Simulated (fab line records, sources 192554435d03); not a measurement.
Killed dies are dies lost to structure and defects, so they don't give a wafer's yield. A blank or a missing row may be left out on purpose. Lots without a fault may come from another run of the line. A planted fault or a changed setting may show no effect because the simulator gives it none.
fab line records | flow n5_finfet | part 1 of 2: steps 1 to 17 of 26
record lots=5 wafers=15 last_day=17
route steps=1938 shown BEOL_M3@963
lots that met no fault: from a run of the same line without faults
start_h: hours from the record's first day to the start of the lot's first wafer shown | wait_h: hours since the lot's step before | " the same as in the row above | L1.1+2: a row that stands for several wafers | - no value, or no start given | * or withheld: withheld | < > ~ a bound
route shown NAME@n: a module of which the file shows steps, and the number in the route of the first | usual: mean/standard deviation of fault-free wafers | same: alike in all rows | chamber/n: place in a boat | sites: the reading at each site | _std_site: their standard deviation | _edge_site: outer sites' mean less inner sites' | radius_mm: how far each site lies from the wafer's centre | mask NAME#n: copy n | behind: the tool/chamber that last shaped the wafer | hold: why the lot was held/for how many hours/how that ended | device: the transistor (n, p or np) that didn't switch | end of line: the same wafers' tests at the end of the route | a step without rows: its recipe alone | killed: dies lost to structure and defects at the first sort, not the wafer's yield | map: a wafer's dies, x killed, . not, _ none there
set.NAME: the setting as run; set.NAME@STEP: as run at that earlier step | model.NAME: the simulator's own value behind a step, which no gauge read
lots at some steps of the route; a table a step, a row a wafer
services: from which hour (start_h, from the record's first day; less than 0 if before it) a tool's chamber was out of use, for how many hours, and why
## steps
# step N5_BEOL_M3_EXPOSE_25
# recipe mask_id=V2 na=0.33 source_shape=quasar sigma_inner=0.2 sigma_outer=0.8 polarization=unpolarized defocus_nm=5 dose_mj=63
# same sigma_outer=0.8
# columns lot.wafer tool chamber start_h wait_h mask
L075.1+3+4 euv_scanner-01 0 174.04 - V2#0
L076.1+2+3 euv_scanner-02 0 174.24 - V2#0
L086.4+5+6 euv_scanner-02 0 231.30 - V2#0
L091.1+5+6 euv_scanner-01 0 260.62 - V2#0
L093.2+3+4 euv_scanner-01 0 267.27 - V2#0
# step N5_BEOL_M3_PEB_26
# recipe peb_temp_c=100 peb_time_s=60 resist=CAR-EUV
# usual heater_power_total_W=153.9/1.1
# same peb_time_s=60
# columns lot.wafer tool chamber start_h wait_h heater_power_total_W
L075.1 litho_track-04 0 174.12 0.1 152.8
L075.3 " 0 " " 154.0
L075.4 " 0 " " 152.8
L076.1 litho_track-01 0 174.32 0.1 154.7
L076.2 " 0 " " 153.4
L076.3 " 0 " " 155.3
L086.4 litho_track-01 0 231.35 0.0 154.2
L086.5 " 0 " " 152.7
L086.6 " 0 " " 152.5
L091.1 litho_track-03 0 260.69 0.1 154.7
L091.5 " 0 " " 152.8
L091.6 " 0 " " 152.9
L093.2 litho_track-01 0 267.34 0.1 154.7
L093.3 " 0 " " 153.8
L093.4 " 0 " " 154.9
# step N5_BEOL_M3_DEVELOP_27
# recipe develop_time_s=30 developer=TMAH resist=CAR-EUV rinse_liquid=surfactant_rinse dry=air_spin dev_temp_c=23
# columns lot.wafer tool chamber start_h wait_h
L075.1+3+4 litho_track-04 0 - -
L076.1+2+3 litho_track-01 0 - -
L086.4+5+6 litho_track-01 0 - -
L091.1+5+6 litho_track-03 0 - -
L093.2+3+4 litho_track-01 0 - -
# step N5_BEOL_M3_CD_MEAS_28
# recipe target_cd_nm=25.7 landing_energy_ev=500 detector=se_inlens target_cd_y_nm=23.3 polarity=opening
# usual cd_nm=25.77/0.27
# columns lot.wafer tool chamber start_h wait_h cd_nm
L075.1 cd_sem-02 0 174.19 - 25.94
L075.3 " 0 " " 25.96
L075.4 " 0 " " 26.04
L076.1 cd_sem-01 0 174.39 - 26.35
L076.2 " 0 " " 25.83
L076.3 " 0 " " 26.22
L086.4 cd_sem-01 0 231.42 - 25.86
L086.5 " 0 " " 25.96
L086.6 " 0 " " 25.96
L091.1 cd_sem-01 0 260.76 - 25.49
L091.5 " 0 " " 26.28
L091.6 " 0 " " 25.94
L093.2 cd_sem-02 0 267.41 - 25.53
L093.3 " 0 " " 25.79
L093.4 " 0 " " 25.79
# step N5_BEOL_M3_OVL_MEAS_29
# recipe points_per_wafer=522
# usual V2_OVL=0.0/0.95
# columns lot.wafer tool chamber start_h wait_h V2_OVL[nm]
L075.1 overlay-01 0 174.22 0.0 0.2
L075.3 " 0 " " 0.0
L075.4 " 0 " " -1.1
L076.1 overlay-01 0 174.42 0.0 -0.7
L076.2 " 0 " " -0.2
L076.3 " 0 " " -1.8
L086.4 overlay-02 0 231.47 0.0 2.6
L086.5 " 0 " " 0.2
L086.6 " 0 " " 2.3
L091.1 overlay-02 0 260.79 0.0 0.5
L091.5 " 0 " " 0.4
L091.6 " 0 " " -0.8
L093.2 overlay-02 0 267.44 0.0 -1.2
L093.3 " 0 " " 0.3
L093.4 " 0 " " -2.4
# step N5_BEOL_M3_INSPECT_30
# recipe mode=adi inspect_instrument=brightfield
# usual raw_defect_count=411/100
# columns lot.wafer tool chamber start_h wait_h raw_defect_count
L075.1 defect_inspect-02 - 174.28 0.1 451
L075.3 " - " " 598
L075.4 " - " " 378
L076.1 defect_inspect-02 - 174.48 0.1 402
L076.2 " - " " 261
L076.3 " - " " 318
L086.4 defect_inspect-01 - 231.51 0.0 341
L086.5 " - " " 396
L086.6 " - " " 478
L091.1 defect_inspect-02 - 260.85 0.1 364
L091.5 " - " " 351
L091.6 " - " " 421
L093.2 defect_inspect-02 - 267.50 0.0 388
L093.3 " - " " 521
L093.4 " - " " 346
# step N5_BEOL_M3_DESCUM_33
# recipe chemistry=O2 time_s=7 source_power_w=50 bias_power_w=20 pressure_mtorr=20 rf_frequency_hz=2.712e+07 temp_c=40 resist=CAR-EUV o2_flow_sccm=225
# usual drypump_motor_current_A=5.5/0.47 oes_product_au=0.82/0.088 rf_vpp_V=243.0/1.3 showerhead_plenum_p_Torr=2.08/0.072 throttle_valve_pct=20.44/0.2
# columns lot.wafer tool chamber start_h wait_h drypump_motor_current_A oes_product_au rf_hours_counter_h rf_vpp_V showerhead_plenum_p_Torr throttle_valve_pct
L075.1 rie_diel-01 2 174.31 0.0 5.5 0.92 21 243.3 2.05 20.22
L075.3 " 3 " " 5.6 0.94 7 244.9 2.16 20.09
L075.4 " 2 " " 5.4 0.92 - 242.6 2.05 20.22
L076.1 rie_diel-04 3 174.51 0.0 6.4 0.76 142 242.7 2.07 20.51
L076.2 " 0 " " 5.3 0.93 13 244.9 2.10 20.25
L076.3 " 2 " " 4.7 0.71 206 240.3 1.99 20.40
L086.4 rie_diel-04 3 231.93 0.4 6.4 0.74 159 243.8 2.07 20.53
L086.5 " 3 " " 6.4 0.74 - 243.2 2.07 20.54
L086.6 " 0 " " 5.3 0.88 - 242.8 2.10 20.29
L091.1 rie_diel-04 0 261.55 0.7 5.3 0.88 41 244.7 2.10 20.30
L091.5 " 0 " " 5.3 0.87 - 243.0 2.09 20.28
L091.6 " 1 " " 5.6 0.77 - 243.3 2.09 20.57
L093.2 rie_diel-01 2 267.72 0.2 5.5 0.86 57 243.0 2.04 20.30
L093.3 " 3 " " 5.6 0.88 33 243.7 2.15 20.13
L093.4 " 1 " " 5.0 0.70 194 242.3 1.98 20.79
# step N5_BEOL_M3_ETCH_77
# recipe chemistry=N2/H2 target=underlayer target_depth_a=65 mask_material=CAR-EUV time_s=5.2 ion_energy_ev=200 pressure_mtorr=30 source_w=840 bias_w=150 n2_flow_sccm=200 h2_flow_sccm=200 ends=cleared
# usual drypump_motor_current_A=5.5/0.47 etch_rf_on_time_s=5.22/0.16 oes_product_au=0.70/0.077 rf_vpp_V=523.6/2.7 showerhead_plenum_p_Torr=2.52/0.083 throttle_valve_pct=17.88/0.29
# columns lot.wafer tool chamber start_h wait_h drypump_motor_current_A etch_rf_on_time_s oes_product_au rf_hours_counter_h rf_vpp_V showerhead_plenum_p_Torr throttle_valve_pct
L075.1 rie_diel-01 2 174.35 0.0 5.5 5.39 0.78 21 519.8 2.47 17.54
L075.3 " 3 " " 5.6 4.94 0.83 7 526.9 2.57 17.27
L075.4 " 2 " " 5.5 5.34 0.78 - 522.6 2.47 17.56
L076.1 rie_diel-04 3 174.55 0.0 6.4 5.10 0.65 142 523.9 2.56 18.21
L076.2 " 0 " " 5.3 5.07 0.81 13 524.0 2.60 17.87
L076.3 " 2 " " 4.7 5.39 0.60 206 519.5 2.44 18.02
L086.4 rie_diel-04 3 231.97 0.0 6.5 5.14 0.64 159 523.7 2.56 18.24
L086.5 " 3 " " 6.4 5.15 0.64 - 524.2 2.56 18.25
L086.6 " 0 " " 5.3 5.14 0.77 - 525.2 2.59 17.89
L091.1 rie_diel-04 0 261.58 0.0 5.3 5.11 0.75 41 527.1 2.58 17.91
L091.5 " 0 " " 5.3 5.11 0.77 - 525.9 2.58 17.91
L091.6 " 1 " " 5.7 5.12 0.66 - 524.4 2.52 17.84
L093.2 rie_diel-01 2 267.75 0.0 5.5 5.37 0.74 57 520.2 2.46 17.60
L093.3 " 3 " " 5.6 4.95 0.78 33 525.3 2.56 17.29
L093.4 " 1 " " 5.1 5.55 0.59 194 519.5 2.41 18.23
# step N5_BEOL_M3_ETCH_69
# recipe chemistry=CF4 target=SiARC target_depth_a=156 mask_material=CAR-EUV time_s=26 ion_energy_ev=80 pressure_mtorr=40 source_w=545 bias_w=36 Ar_flow_sccm=100 cf4_flow_sccm=100 ends=cleared
# usual drypump_motor_current_A=5.5/0.47 etch_rf_on_time_s=26.1/0.93 mfc_ar_sccm=99.97/0.27 oes_product_au=0.70/0.078 rf_vpp_V=184.0/1.2 showerhead_plenum_p_Torr=2.13/0.071 throttle_valve_pct=15.61/0.22
# columns lot.wafer tool chamber start_h wait_h drypump_motor_current_A etch_rf_on_time_s mfc_ar_sccm oes_product_au rf_hours_counter_h rf_vpp_V showerhead_plenum_p_Torr throttle_valve_pct
L075.1 rie_diel-01 2 174.36 0.0 5.5 26.9 99.85 0.78 21 183.3 2.09 15.26
L075.3 " 3 " " 5.6 24.7 99.73 0.83 7 183.5 2.21 15.25
L075.4 " 2 " " 5.5 27.0 99.90 0.78 - 184.0 2.09 15.28
L076.1 rie_diel-04 3 174.56 0.0 6.4 25.4 99.57 0.65 142 183.1 2.13 15.72
L076.2 " 0 " " 5.3 25.7 100.14 0.80 13 184.3 2.18 15.54
L076.3 " 2 " " 4.7 26.8 99.86 0.60 206 183.7 2.01 15.45
L086.4 rie_diel-04 3 231.99 0.0 6.4 25.2 99.92 0.64 159 183.3 2.13 15.76
L086.5 " 3 " " 6.4 25.3 100.42 0.64 - 184.0 2.13 15.76
L086.6 " 0 " " 5.3 25.4 99.66 0.79 - 184.8 2.18 15.57
L091.1 rie_diel-04 0 261.60 0.0 5.3 25.4 99.79 0.76 41 184.1 2.17 15.60
L091.5 " 0 " " 5.3 25.8 99.84 0.76 - 185.6 2.17 15.61
L091.6 " 1 " " 5.7 25.8 99.64 0.65 - 183.0 2.14 15.73
L093.2 rie_diel-01 2 267.77 0.0 5.4 26.8 100.21 0.73 57 182.7 2.08 15.34
L093.3 " 3 " " 5.6 24.3 100.11 0.79 33 184.8 2.20 15.29
L093.4 " 1 " " 5.1 27.8 99.81 0.60 194 183.5 2.05 15.99
# step N5_BEOL_M3_ALD_98
# recipe material=SiO2 target_thk_a=25 temp_c=100 ald_precursor_family=BDEAS ald_co_reactant=O2-plasma pulse_time_s=1 co_reactant_pulse_time_s=1 purge_time_s=2 co_reactant_purge_time_s=2 ald_cycles=17 pressure_torr=2
# usual heater_power_w=78/7.8 precursor_pulse_height_rel=1.001/0.02
# columns lot.wafer tool chamber start_h wait_h heater_power_w precursor_pulse_height_rel
L075.1 ald_sin-03 1 174.45 0.1 71 1.016
L075.3 " 0 " " 90 1.038
L075.4 " 3 " " 65 1.015
L076.1 ald_sin-02 0 174.65 0.1 74 1.007
L076.2 " 2 " " 80 1.015
L076.3 " 3 " " 86 1.010
L086.4 ald_sin-01 3 232.07 0.1 75 1.007
L086.5 " 1 " " 77 0.988
L086.6 " 0 " " 75 1.003
L091.1 ald_sin-03 0 261.68 0.1 90 0.998
L091.5 " 0 " " 91 0.998
L091.6 " 1 " " 71 0.986
L093.2 ald_sin-01 1 267.85 0.1 74 0.995
L093.3 " 0 " " 73 1.008
L093.4 " 3 " " 77 1.025
# step N5_BEOL_M3_ETCHBACK_99
# recipe chemistry=CHF3 target=SiO2 target_depth_a=50 time_s=10.4 source_w=215 bias_w=47 Ar_flow_sccm=200 CHF3_flow_sccm=12 ion_energy_ev=100 pressure_mtorr=30
# usual drypump_motor_current_A=5.4/0.42 mfc_ar_sccm=199.9/0.57 oes_product_au=0.83/0.091 rf_vpp_V=243/6.8 showerhead_plenum_p_Torr=2.15/0.08 throttle_valve_pct=17.05/0.29
# columns lot.wafer tool chamber start_h wait_h drypump_motor_current_A mfc_ar_sccm oes_product_au rf_hours_counter_h rf_vpp_V showerhead_plenum_p_Torr throttle_valve_pct
L075.1 rie_diel-04 0 182.05 7.6 5.3 200.4 0.93 17 245 2.21 17.11
L075.3 " 1 " " 5.7 199.4 0.78 138 245 2.14 17.07
L075.4 " 3 " " 6.4 198.9 0.75 145 237 2.15 17.26
L076.1 rie_diel-04 0 187.16 12.5 5.3 200.3 0.94 18 246 2.21 17.12
L076.2 " 2 " " 4.8 199.9 0.70 210 234 2.01 16.89
L076.3 " 1 " " 5.7 199.3 0.79 139 245 2.14 17.07
L086.4 rie_diel-03 2 237.37 5.3 5.0 199.4 0.80 119 236 2.18 17.18
L086.5 " 0 " " 5.0 198.9 0.90 - 236 2.28 16.83
L086.6 " 3 " " 6.2 199.8 0.81 - 241 2.12 17.24
L091.1 rie_diel-04 2 277.61 15.9 4.7 201.3 0.68 244 232 2.00 16.95
L091.5 " 1 " " 5.7 199.9 0.76 - 246 2.13 17.12
L091.6 " 2 " " 4.7 199.9 0.68 - 232 2.00 16.96
L093.2 rie_diel-01 0 282.68 14.8 5.4 199.4 0.90 32 250 2.25 16.84
L093.3 " 2 " " 5.4 199.9 0.85 64 254 2.07 16.76
L093.4 " 1 " " 5.1 199.4 0.71 201 241 2.07 17.60
# step N5_BEOL_M3_ETCH_70
# recipe chemistry=N2/H2 target=SOC target_depth_a=800 overetch_a=160 mask_material=SiARC temp_c=40 time_s=120 ion_energy_ev=200 pressure_mtorr=30 source_w=840 bias_w=150 n2_flow_sccm=200 h2_flow_sccm=200
# usual drypump_motor_current_A=5.4/0.42 oes_product_au=0.63/0.065 rf_vpp_V=523.9/2.9 showerhead_plenum_p_Torr=2.54/0.098 throttle_valve_pct=17.8/0.31
# columns lot.wafer tool chamber start_h wait_h drypump_motor_current_A oes_product_au rf_hours_counter_h rf_vpp_V showerhead_plenum_p_Torr throttle_valve_pct
L075.1 rie_diel-04 0 182.09 0.0 5.3 0.71 17 526.4 2.60 17.8
L075.3 " 1 " " 5.6 0.60 138 525.7 2.53 17.7
L075.4 " 3 " " 6.4 0.58 145 524.0 2.56 18.2
L076.1 rie_diel-04 0 187.20 0.0 5.3 0.71 18 526.7 2.59 17.8
L076.2 " 2 " " 4.7 0.55 210 519.5 2.43 18.0
L076.3 " 1 " " 5.7 0.60 139 523.0 2.53 17.8
L086.4 rie_diel-03 2 237.41 0.0 5.1 0.62 119 525.6 2.56 17.8
L086.5 " 0 " " 5.0 0.68 - 528.1 2.66 17.3
L086.6 " 3 " " 6.2 0.62 - 522.7 2.47 17.8
L091.1 rie_diel-04 2 277.65 0.0 4.7 0.53 244 520.7 2.42 18.1
L091.5 " 1 " " 5.7 0.58 - 524.3 2.52 17.8
L091.6 " 2 " " 4.8 0.52 - 520.0 2.42 18.1
L093.2 rie_diel-01 0 282.72 0.0 5.4 0.67 33 527.7 2.69 17.7
L093.3 " 2 " " 5.5 0.66 64 521.6 2.45 17.6
L093.4 " 1 " " 5.1 0.55 201 519.5 2.40 18.2
# step N5_BEOL_M3_STRIP_71
# recipe chemistry=N2/H2 temp_c=40 n2_flow_sccm=200 h2_flow_sccm=200 rf_frequency_hz=6e+07
# columns lot.wafer tool chamber start_h wait_h
L075.1+3+4 rie_diel-04 0,1,3 182.17 0.0
L076.1+2+3 rie_diel-04 0,2,1 187.28 0.0
L086.4+5+6 rie_diel-03 2,0,3 237.49 0.0
L091.1+5+6 rie_diel-04 2,1,2 277.73 0.0
L093.2+3+4 rie_diel-01 0,2,1 282.80 0.0
# step N5_BEOL_M3_STRIP_78
# recipe chemistry=N2/H2 temp_c=40 n2_flow_sccm=200 h2_flow_sccm=200 rf_frequency_hz=6e+07
# columns lot.wafer tool chamber start_h wait_h
L075.1+3+4 rie_diel-04 0,1,3 182.18 0.0
L076.1+2+3 rie_diel-04 0,2,1 187.29 0.0
L086.4+5+6 rie_diel-03 2,0,3 237.50 0.0
L091.1+5+6 rie_diel-04 2,1,2 277.74 0.0
L093.2+3+4 rie_diel-01 0,2,1 282.81 0.0
# step N5_BEOL_M3_VIA_ETCH_34
# recipe chemistry=C4F6/O2 target_depth_a=694 mask_material=SOC pressure_mtorr=15 ion_energy_ev=250 taper_deg=4 time_s=65.9 source_w=350 bias_w=170 Ar_flow_sccm=300 C4F6_flow_sccm=10 O2_flow_sccm=10
# usual drypump_motor_current_A=5.4/0.42 mfc_ar_sccm=300.1/0.84 oes_product_au=0.83/0.091 rf_vpp_V=672/18 showerhead_plenum_p_Torr=2.84/0.1 throttle_valve_pct=30.8/0.45
# columns lot.wafer tool chamber start_h wait_h drypump_motor_current_A mfc_ar_sccm oes_product_au rf_hours_counter_h rf_vpp_V showerhead_plenum_p_Torr throttle_valve_pct
L075.1 rie_diel-04 0 182.19 0.0 5.3 300.6 0.93 17 679 2.91 31.0
L075.3 " 1 " " 5.6 300.8 0.79 138 680 2.83 30.7
L075.4 " 3 " " 6.4 300.5 0.76 145 659 2.85 31.1
L076.1 rie_diel-04 0 187.30 0.0 5.3 299.0 0.93 18 679 2.91 31.0
L076.2 " 2 " " 4.8 301.1 0.69 210 644 2.66 30.3
L076.3 " 1 " " 5.6 301.0 0.79 139 677 2.83 30.7
L086.4 rie_diel-03 2 237.51 0.0 5.1 301.7 0.80 119 656 2.87 30.8
L086.5 " 0 " " 5.0 299.5 0.90 - 654 3.00 30.7
L086.6 " 3 " " 6.2 298.8 0.82 - 667 2.80 31.2
L091.1 rie_diel-04 2 277.75 0.0 4.7 300.5 0.67 244 643 2.65 30.4
L091.5 " 1 " " 5.6 301.6 0.76 - 677 2.82 30.8
L091.6 " 2 " " 4.7 300.2 0.67 - 644 2.65 30.4
L093.2 rie_diel-01 0 282.82 0.0 5.3 299.4 0.90 33 691 2.97 30.4
L093.3 " 2 " " 5.4 300.2 0.86 64 701 2.74 30.5
L093.4 " 1 " " 5.1 301.6 0.70 201 672 2.74 31.7
# step N5_BEOL_M3_STRIP_83
# recipe chemistry=C4F6/O2 resist=SiARC rf_frequency_hz=6e+07
# columns lot.wafer tool chamber start_h wait_h
L075.1+3+4 rie_diel-04 0,1,3 182.24 0.0
L076.1+2+3 rie_diel-04 0,2,1 187.35 0.0
L086.4+5+6 rie_diel-03 2,0,3 237.56 0.0
L091.1+5+6 rie_diel-04 2,1,2 277.80 0.0
L093.2+3+4 rie_diel-01 0,2,1 282.87 0.0
# step N5_BEOL_M3_STRIP_36
# recipe chemistry=N2/H2 power_w=450 temp_c=40 pressure_mtorr=20 rf_frequency_hz=6e+07 overash_fraction=0.3 bias_power_w=7 h2_frac=0.5 n2_flow_sccm=200 h2_flow_sccm=200
# usual drypump_motor_current_A=5.4/0.42 oes_product_au=0.83/0.091 rf_vpp_V=59.2/1.4 showerhead_plenum_p_Torr=2.53/0.098 throttle_valve_pct=23.6/0.4
# same overash_fraction=0.3
# columns lot.wafer tool chamber start_h wait_h drypump_motor_current_A oes_product_au rf_hours_counter_h rf_vpp_V showerhead_plenum_p_Torr throttle_valve_pct
L075.1 rie_diel-04 0 182.25 0.0 5.3 0.92 17 62.8 2.59 23.8
L075.3 " 1 " " 5.7 0.80 138 58.2 2.53 23.5
L075.4 " 3 " " 6.4 0.75 145 59.7 2.56 24.2
L076.1 rie_diel-04 0 187.36 0.0 5.3 0.92 18 59.7 2.59 23.8
L076.2 " 2 " " 4.7 0.71 210 58.7 2.43 23.9
L076.3 " 1 " " 5.7 0.79 139 60.0 2.53 23.5
L086.4 rie_diel-03 2 237.57 0.0 5.1 0.80 119 59.3 2.56 23.5
L086.5 " 0 " " 5.0 0.90 - 61.4 2.66 23.0
L086.6 " 3 " " 6.2 0.81 - 57.0 2.47 23.6
L091.1 rie_diel-04 2 277.81 0.0 4.7 0.69 244 57.9 2.42 23.9
L091.5 " 1 " " 5.6 0.77 - 59.3 2.51 23.6
L091.6 " 2 " " 4.8 0.69 - 57.9 2.42 24.0
L093.2 rie_diel-01 0 282.88 0.0 5.3 0.92 33 57.9 2.69 23.5
L093.3 " 2 " " 5.5 0.85 64 59.8 2.45 23.5
L093.4 " 1 " " 5.1 0.71 201 56.6 2.40 24.2
